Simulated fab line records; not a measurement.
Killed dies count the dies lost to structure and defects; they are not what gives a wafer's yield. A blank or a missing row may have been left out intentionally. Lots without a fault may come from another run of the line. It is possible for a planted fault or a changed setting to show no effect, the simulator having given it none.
8D (eight disciplines) problem report, filled in by code + flow n5Finfet + the parts of the form that need people (team, actions taken, sign-off) are left out

== 1. PROBLEM STATEMENT ==
Across 2 wafers from 2 lots, M11_ILD_THK at N5_BEOL_M11_THK_MEAS_01 averages 128 nm, while fault-free wafers read 268 nm with a standard deviation of 3.6. That puts it -39 standard deviations away from the usual mean.
Earliest sighting: wafer L463.4 on filmMetro-01 at day 14 09:20. Wafers with a number at this step in the record: 30, from 10 lots. Rule for "out", or "out of limits": more than 4 standard deviations from the usual mean. All remaining wafers that have a number are taken as sound.

== 2. WHAT IT IS, WHAT IT ISN'T ==
| question                    | is                         | is not                                                                                 |
|-----------------------------|----------------------------|----------------------------------------------------------------------------------------|
| which readings at this step | M11_ILD_THK                | -                                                                                      |
| which lots                  | L463, L464                 | L452, L457, L458, L460, L461, L473, L474, L475                                         |
| which wafers of those lots  | L463.4, L464.6             | L463.2, L463.3, L464.1, L464.5                                                         |
| read on which gauges        | filmMetro-01, filmMetro-02 | -                                                                                      |
| when                        | from day 14 09:20          | up to then (17 sound wafers); but 11 sound wafers of L464, L473, L474, L475 came after |

== 3. THE SUSPECTS, EACH WITH WHAT RULES IT OUT ==
Counting: any tool at a process step up to the reading remains a suspect provided it ran every lot that is out. Sound lots after the first of them don't rule it out here, since some wafers of a struck lot are sound.
- ruled out: the gauge at N5_BEOL_M11_THK_MEAS_01. Those wafers that are out were read across 2 gauges (filmMetro-01, filmMetro-02).
- pecvd-04 at N5_BEOL_M11_ILD_DEP_00 (deposits SiCOH lowk from DEMS/porogen, target thk 308.51 nm, time 58 s): kept. It processed each lot that is out (first: L463, day 14 08:12); up to then, its last sound lot is L460 (day 13 21:26). On those wafers its own readings are out: runLengthS.
- pecvd-04, N5_BEOL_M11_ILD_DEP_00: wafers that are out in chamber 1, sound lot-mates in chambers 0, 2.
The count leaves pecvd-04 at N5_BEOL_M11_ILD_DEP_00.

== 4. THE CAUSE (what the simulator had put in) ==
pecvd-04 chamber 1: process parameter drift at N5_BEOL_M11_ILD_DEP_00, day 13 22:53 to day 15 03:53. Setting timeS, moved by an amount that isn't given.
After counting, this tool was the only one left.

== 5. THE EFFECT CHAIN, in route order ==
Each row: a reading whose mean over the struck wafers that have a number lies more than 3 standard deviations from the usual. Scope: only readings with a usual standard deviation given in the record; hours: median across lots of the time from each lot's start at the first step in this table that gives one to its start at this step; sigmas: change in usual standard deviations.
| hours | step                    | reading            | usual   | on struck wafers | change | sigmas      |
|-------|-------------------------|--------------------|---------|------------------|--------|-------------|
| 0     | N5_BEOL_M11_ILD_DEP_00  | runLengthS         | 100.6 s | 69.4             | -31.2  | -55         |
| 1     | N5_BEOL_M11_THK_MEAS_01 | M11_ILD_THK        | 268 nm  | 128              | -140   | -39         |
| 43    | N5_PASSIVATION_PROBE_49 | defectLimitedYield | 91.1 %  | 1.0              | -90.1  | -60         |
| 43    | N5_PASSIVATION_PROBE_49 | killed_at_M4_up    | 14      | 1081             | +1067  | +99 or more |
| 43    | N5_PASSIVATION_PROBE_49 | killedDies         | 105     | 1168             | +1064  | +63         |
| 43    | N5_PASSIVATION_PROBE_49 | killedOnRim        | 14      | 150              | +136   | +32         |
| 43    | N5_PASSIVATION_PROBE_49 | sortNPass          | 1075    | 12               | -1064  | -63         |
| 43    | N5_PASSIVATION_PROBE_49 | sortYieldPct       | 91.1 %  | 1.0              | -90.1  | -60         |
Its process steps:
- N5_BEOL_M11_ILD_DEP_00: deposits SiCOH lowk from DEMS/porogen, target thk 308.51 nm, time 58 s.
- N5_PASSIVATION_PROBE_49

== 6. WHAT WOULD HAVE CAUGHT IT SOONER ==
The first out-of-limits reading at a measuring or inspecting step in this record came at day 14 09:20, 10 hours after the fault's start at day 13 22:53.
The tool's own readings at N5_BEOL_M11_ILD_DEP_00 were out on every struck wafer that the step has a row for (runLengthS): an alarm limit on them would have fired on the first of those.
Among the 2 lots that are out, L464 began N5_BEOL_M11_ILD_DEP_00 on pecvd-04 after day 14 09:20. Holding the tool at that time would have saved it.
